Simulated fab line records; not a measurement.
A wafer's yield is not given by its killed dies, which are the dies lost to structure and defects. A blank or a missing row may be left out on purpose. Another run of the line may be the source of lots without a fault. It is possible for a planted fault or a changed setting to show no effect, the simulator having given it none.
Chamber matching -- flow n5-finfet -- 4 sister chambers for N5_BEOL_M0_SAQP_MANDREL1_REMOVE_100 on rie-si-06
The step chemistry HBr/Cl2/O2, target a-Si, stops on SiNx, bt time 10 s. 4 wafers are shown with their chamber, then 9 later ones without.

## EACH WAFER AND ITS CHAMBER
wafer,chamber,drypump-motor-current-A (A)
L085.2,3,5.2
L085.5,0,5.8
L089.5,1,6.4
L089.6,2,5.7

## WAFERS WHOSE CHAMBER IS MISSING
wafer,drypump-motor-current-A (A)
L088.2,5.7
L088.5,5.7
L088.6,5.2
L090.1,5.7
L090.3,5.2
L090.5,5.7
L095.1,5.8
L095.3,5.9
L095.4,5.2

## WHICH CHAMBER EACH WENT THROUGH
wafer,from the rows above,in truth
L088.2,2,2
L088.5,2,2
L088.6,3,3
L090.1,2,2
L090.3,3,3
L090.5,2,2
L095.1,0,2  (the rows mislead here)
L095.3,0,0
L095.4,3,3
8 of 9 placed correctly. Can't be placed from these rows: 0. Number placed wrongly: 1.
How it was worked out, from the rows above alone: a wafer's distance from a chamber is the root of the sum, over the readings, of the square of ((its reading less the chamber's mean) divided by the reading's scatter). The wafer belongs to the nearest chamber; if the next one is less than 2 further off, it can't be placed. Each chamber's mean is taken over the wafers shown for it. The scatter (one wafer shown for each chamber): square how far every hidden wafer sits from the nearest shown wafer, average those squares and take the square root.
